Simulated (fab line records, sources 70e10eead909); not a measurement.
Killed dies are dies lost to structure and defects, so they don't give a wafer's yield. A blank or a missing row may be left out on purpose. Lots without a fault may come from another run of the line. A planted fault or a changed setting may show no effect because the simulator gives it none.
fab line records | flow nand_harc
record lots=5 wafers=15 last_day=31
route steps=1302 shown A_CONTACT@990
lots that met no fault: from a run of the same line without faults
start_h: hours from the record's first day to the start of the lot's first wafer shown | wait_h: hours since the lot's step before | " the same as in the row above | L1.1+2: a row that stands for several wafers | - no value, or no start given | * or withheld: withheld | < > ~ a bound
route shown NAME@n: a module of which the file shows steps, and the number in the route of the first | usual: mean/standard deviation of fault-free wafers | same: alike in all rows | chamber/n: place in a boat | sites: the reading at each site | _std_site: their standard deviation | _edge_site: outer sites' mean less inner sites' | radius_mm: how far each site lies from the wafer's centre | mask NAME#n: copy n | behind: the tool/chamber that last shaped the wafer | hold: why the lot was held/for how many hours/how that ended | device: the transistor (n, p or np) that didn't switch | end of line: the same wafers' tests at the end of the route | a step without rows: its recipe alone | killed: dies lost to structure and defects at the first sort, not the wafer's yield | map: a wafer's dies, x killed, . not, _ none there
set.NAME: the setting as run; set.NAME@STEP: as run at that earlier step | model.NAME: the simulator's own value behind a step, which no gauge read
lots at some steps of the route; a table a step, a row a wafer
services: from which hour (start_h, from the record's first day; less than 0 if before it) a tool's chamber was out of use, for how many hours, and why
## steps
# step NHARC_A_CONTACT_COAT_35
# recipe temp_c=225 time_s=65
# step NHARC_A_CONTACT_COAT_36
# recipe spin_rpm=1500 resist_thk_nm=90
# step NHARC_A_CONTACT_SOFTBAKE_37
# recipe temp_c=105 time_s=55
# step NHARC_A_CONTACT_EBR_38
# step NHARC_A_CONTACT_EXPOSE_39
# recipe na=1.35 sigma_outer=0.8 dose_mj=58.79 mask_id=A_CC_3
# step NHARC_A_CONTACT_PEB_40
# recipe peb_temp_c=100 peb_time_s=65
# step NHARC_A_CONTACT_DEVELOP_41
# recipe develop_time_s=35 dev_temp_c=23
# step NHARC_A_CONTACT_CD_MEAS_42
# recipe target_cd_nm=300 landing_energy_ev=500
# usual cd_nm=300.0/0.55
# columns lot.wafer tool chamber start_h wait_h cd_nm
L439.2 cd_sem-02 0 538.77 - 299.9
L439.3 " 0 " " 300.3
L439.6 " 0 " " 300.6
L438.1 cd_sem-03 0 559.58 - 300.8
L438.2 " 0 " " 299.9
L438.4 " 0 " " 300.6
L445.2 cd_sem-03 0 619.56 - 299.5
L445.5 " 0 " " 299.0
L445.6 " 0 " " 299.3
L446.3 cd_sem-01 0 622.83 - 300.6
L446.4 " 0 " " 300.3
L446.5 " 0 " " 300.2
L450.1 cd_sem-01 0 672.93 - 299.9
L450.2 " 0 " " 299.4
L450.3 " 0 " " 299.9
# step NHARC_A_CONTACT_OVL_MEAS_43
# usual overlay_x_nm=0.2/0.79 overlay_y_nm=-0.2/0.79
# columns lot.wafer tool chamber start_h wait_h overlay_x_nm overlay_y_nm
L439.2 overlay-01 - 538.85 - -0.8 -0.5
L439.3 " - " " -1.3 -0.4
L439.6 " - " " -1.0 0.0
L438.1 overlay-01 - 559.67 - 0.8 -2.8
L438.2 " - " " 1.1 -3.1
L438.4 " - " " 0.4 -2.5
L445.2 overlay-01 - 619.64 - 0.1 0.2
L445.5 " - " " 0.4 -0.4
L445.6 " - " " 0.3 -0.3
L446.3 overlay-02 - 622.91 - 0.6 0.5
L446.4 " - " " -0.1 -0.1
L446.5 " - " " 0.0 0.0
L450.1 overlay-02 - 673.01 - -1.1 1.4
L450.2 " - " " -1.0 1.2
L450.3 " - " " -0.4 1.1
# step NHARC_A_CONTACT_INSPECT_44
# usual raw_defect_count=86/33
# columns lot.wafer tool chamber start_h wait_h raw_defect_count
L439.2 defect_inspect-02 - 538.89 0.0 67
L439.3 " - " " 62
L439.6 " - " " 53
L438.1 defect_inspect-02 - 559.70 0.0 78
L438.2 " - " " 80
L438.4 " - " " 79
L445.2 defect_inspect-02 - 619.68 0.0 97
L445.5 " - " " 80
L445.6 " - " " 96
L446.3 defect_inspect-01 - 622.95 0.0 62
L446.4 " - " " 74
L446.5 " - " " 66
L450.1 defect_inspect-01 - 673.05 0.0 113
L450.2 " - " " 87
L450.3 " - " " 101
# step NHARC_A_CONTACT_DESCUM_47
# recipe time_s=3 o2_flow_sccm=200 ar_flow_sccm=0 bias_power_w=0 chemistry=O2
# usual drypump_motor_current_A=5.7/0.45 oes_product_au=1.002/0.011 rf_vpp_V=57.8/0.89 showerhead_plenum_p_Torr=1.92/0.099 throttle_valve_pct=11.312/0.0098
# columns lot.wafer tool chamber start_h wait_h drypump_motor_current_A oes_product_au rf_hours_counter_h rf_vpp_V showerhead_plenum_p_Torr throttle_valve_pct
L439.2 rie_diel-06 1 538.95 0.1 5.2 1.008 5 56.0 1.83 11.319
L439.3 " 0 " " 5.8 0.991 9 56.2 2.07 11.311
L439.6 " 2 " " 5.7 0.988 - 59.2 1.89 11.310
L438.2 rie_diel-02 1 559.77 0.1 6.2 1.003 66 57.7 1.90 11.320
L438.1 " 2 " " 6.0 0.999 60 59.1 1.83 11.323
L438.4 " 3 " " 6.5 1.009 47 57.7 2.04 11.307
L445.2 rie_diel-06 3 619.76 0.1 5.1 0.984 20 57.2 1.84 11.316
L445.5 " 1 " " 5.2 0.993 - 57.5 1.83 11.312
L445.6 " 2 " " 5.8 0.988 - 58.1 1.89 11.302
L446.3 rie_diel-02 3 623.03 0.1 6.5 1.004 12 57.8 2.04 11.311
L446.4 " 0 " " 5.7 1.001 15 57.3 2.01 11.306
L446.5 " 1 " " 6.2 1.008 - 57.8 1.89 11.306
L450.2 rie_diel-02 3 673.11 0.1 6.6 1.015 31 58.2 2.03 11.334
L450.3 " 0 " " 5.7 1.003 32 57.1 2.01 11.308
L450.1 " 2 " " 6.0 1.012 27 56.8 1.82 11.315
# step NHARC_A_CONTACT_ETCH_48
# recipe target_depth_a=390 over_etch_frac=0.3 time_s=65 ion_energy_ev=80 cf4_flow_sccm=150 ar_flow_sccm=0 rf_w=300 bias_w=100 chemistry=CF4
# usual drypump_motor_current_A=5.7/0.46 oes_product_au=1.002/0.01 rf_fwd_power_W=296.9/1.5 rf_vpp_V=151.4/1.3 run_length_s=86.2/0.45 showerhead_plenum_p_Torr=1.78/0.087 throttle_valve_pct=13.284/0.0083
# columns lot.wafer tool chamber start_h wait_h drypump_motor_current_A oes_product_au rf_fwd_power_W rf_hours_counter_h rf_vpp_V run_length_s showerhead_plenum_p_Torr throttle_valve_pct
L439.2 rie_diel-06 2 539.03 0.1 5.7 0.997 298.1 7 151.0 87.3 1.75 13.290
L439.3 " 0 " " 5.8 0.987 297.0 9 155.1 86.2 1.91 13.280
L439.6 " 3 " " 5.1 0.990 295.4 - 150.6 86.2 1.71 13.291
L438.1 rie_diel-02 0 559.86 0.1 5.8 1.003 297.5 60 153.1 86.2 1.86 13.277
L438.2 " 1 " " 6.1 1.016 296.5 66 151.1 85.9 1.75 13.278
L438.4 " 2 " " 6.0 1.006 293.2 60 150.6 85.5 1.70 13.285
L445.2 rie_diel-06 1 619.83 0.1 5.3 0.995 296.8 20 150.3 85.7 1.69 13.283
L445.6 " 1 " " 5.2 1.004 295.9 - 150.6 85.6 1.69 13.278
L445.5 " 2 " " 5.7 0.984 296.9 - 152.5 86.4 1.75 13.283
L446.3 rie_diel-02 3 623.10 0.1 6.6 1.009 297.7 12 152.0 85.9 1.88 13.289
L446.4 " 0 " " 5.7 1.009 298.2 15 152.5 86.8 1.85 13.290
L446.5 " 3 " " 6.6 1.016 297.6 - 152.6 85.9 1.88 13.297
L450.3 rie_diel-02 3 673.25 0.1 6.6 1.011 297.1 31 151.4 86.0 1.87 13.282
L450.1 " 0 " " 5.7 0.992 296.5 32 152.1 86.6 1.85 13.282
L450.2 " 1 " " 6.1 1.021 298.7 28 151.6 86.1 1.75 13.281
# step NHARC_A_CONTACT_ETCH_49
# recipe target_depth_a=2600 over_etch_frac=0.3 time_s=475.3 ion_energy_ev=200 n2_flow_sccm=150 h2_flow_sccm=150 ar_flow_sccm=0 rf_w=400 bias_w=150 chemistry=N2/H2
# usual drypump_motor_current_A=5.7/0.45 oes_product_au=1.002/0.011 rf_fwd_power_W=399.3/1.3 rf_vpp_V=431/3.1 run_length_s=496.5/0.44 showerhead_plenum_p_Torr=2.05/0.11 throttle_valve_pct=14.172/0.0082
# columns lot.wafer tool chamber start_h wait_h drypump_motor_current_A oes_product_au rf_fwd_power_W rf_hours_counter_h rf_vpp_V run_length_s showerhead_plenum_p_Torr throttle_valve_pct
L439.2 rie_diel-06 1 539.12 - 5.3 1.007 - 5 427 453.2 1.95 14.173
L439.3 " 2 " " 5.8 0.983 401.2 7 431 496.8 2.02 14.161
L439.6 " 2 " " 5.8 0.985 399.8 - 431 496.7 2.02 14.192
L438.1 rie_diel-02 2 559.94 - 6.0 0.985 398.1 60 427 495.9 1.95 14.168
L438.2 " 3 " " 6.6 0.994 401.2 47 436 496.4 2.18 14.170
L438.4 " 0 " " 5.7 1.002 399.6 60 434 496.5 2.16 14.162
L445.2 rie_diel-06 3 620.02 - 5.1 1.001 398.0 20 428 496.3 1.96 14.165
L445.6 " 0 " " 5.8 1.003 399.7 - 435 496.9 2.21 14.178
L445.5 " 1 " " 5.2 1.001 400.5 - 428 496.0 1.94 14.169
L446.4 rie_diel-02 3 623.22 - 6.6 1.006 398.9 12 434 496.4 2.18 14.175
L446.3 " 1 " " 6.1 1.009 400.8 12 430 496.2 2.02 14.171
L446.5 " 2 " " 6.0 1.004 398.6 - 427 495.7 1.95 14.160
L450.3 rie_diel-02 2 673.35 - 6.1 1.006 399.8 28 428 496.3 1.94 14.189
L450.2 " 0 " " 5.8 1.006 399.8 32 432 497.0 2.14 14.177
L450.1 " 1 " " 6.2 1.020 401.8 28 431 496.2 2.01 14.178
# step NHARC_A_CONTACT_ETCH_50
# recipe target_depth_a=1210 time_s=60.5 cf4_flow_sccm=100 chf3_flow_sccm=30 ar_flow_sccm=0 rf_w=500 bias_w=200 chemistry=CF4/CHF3
# usual drypump_motor_current_A=5.7/0.46 oes_product_au=0.948/0.021 rf_fwd_power_W=494.6/2.4 rf_vpp_V=370.8/2.8 run_length_s=81.7/0.46 showerhead_plenum_p_Torr=1.58/0.08 throttle_valve_pct=16.802/0.0084
# columns lot.wafer tool chamber start_h wait_h drypump_motor_current_A oes_product_au rf_fwd_power_W rf_hours_counter_h rf_vpp_V run_length_s showerhead_plenum_p_Torr throttle_valve_pct
L439.2 rie_diel-06 1 - - 5.2 0.977 495.3 6 368.6 81.1 1.51 16.792
L439.3 " 0 " " 5.8 0.965 496.4 9 375.9 81.9 1.70 16.801
L439.6 " 2 " " 5.7 0.949 495.5 - 370.3 81.9 1.56 16.801
L438.2 rie_diel-02 3 - - 6.5 0.926 496.9 48 373.3 81.6 1.67 16.785
L438.4 " 0 " " 5.7 0.928 498.1 60 373.2 81.8 1.66 16.804
L438.1 " 1 " " 6.1 0.931 497.1 66 369.8 81.5 1.56 16.804
L445.2 rie_diel-06 0 - - 5.8 0.965 494.8 22 374.9 81.8 1.69 16.790
L445.5 " 1 " " 5.2 0.961 494.5 - 368.5 81.1 1.51 16.817
L445.6 " 2 " " 5.7 0.957 491.5 - 370.5 82.1 1.56 16.798
L446.4 rie_diel-02 0 - - 5.7 0.978 497.3 15 372.9 82.1 1.65 16.786
L446.3 " 3 " " 6.6 1.002 495.5 13 374.3 82.0 1.67 16.799
L446.5 " 0 " " 5.7 0.985 497.1 - 373.6 81.9 1.65 16.804
L450.1 rie_diel-02 2 - - 6.0 0.935 490.1 28 368.3 81.5 1.50 16.807
L450.3 " 0 " " 5.7 0.927 498.7 32 373.7 82.4 1.65 16.808
L450.2 " 1 " " 6.1 0.941 496.5 28 369.6 82.0 1.55 16.797
## services
# columns tool chamber start_h hours kind
rie_diel-02 0 530.08 - clean
rie_diel-02 1 530.08 - clean
rie_diel-02 2 530.08 - clean
rie_diel-02 3 530.08 - clean
rie_diel-06 2 550.43 13.4 repair
rie_diel-02 0 557.40 - clean
rie_diel-02 1 557.40 - clean
rie_diel-02 2 557.40 - clean
rie_diel-02 3 557.40 - clean
rie_diel-06 - 559.49 0.5 repair
rie_diel-02 - 572.90 9.0 pm
rie_diel-02 0 572.90 9.0 vent_cycle
rie_diel-02 1 572.90 9.0 vent_cycle
rie_diel-02 2 572.90 9.0 vent_cycle
rie_diel-02 3 572.90 9.0 vent_cycle
rie_diel-02 0 581.90 - clean
rie_diel-02 1 581.90 - clean
rie_diel-02 1 581.90 - consumable_replace:focus_ring
rie_diel-02 2 581.90 - clean
rie_diel-02 3 581.90 - clean
rie_diel-02 3 581.90 - consumable_replace:esc
rie_diel-06 - 600.79 1.0 repair
rie_diel-02 - 642.04 1.2 repair
rie_diel-06 - 666.76 9.0 pm
## key
first_sign step=NHARC_A_CONTACT_ETCH_49 reading=run_length_s direction=down sigmas=98 usual=* struck=*
effect none on later readings
met_at NHARC_A_CONTACT_ETCH_49
struck_wafers L439.2
tester_left_out L439
fault kind=process_parameter_drift tool=rie_diel-06 chamber=- onset_h=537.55 steps=NHARC_A_CONTACT_ETCH_49 channel=time_s offset=* shape=step end_h=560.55 scope=struck_wafers_only acts_in=* stated=*
# tester_left_out: of these lots the tester's yield and bins aren't shown, on N5 and GAA mostly nor the transistor test; their killed dies are dies lost to structure and defects alone, not to doping, threshold or leakage, so they don't give the yield
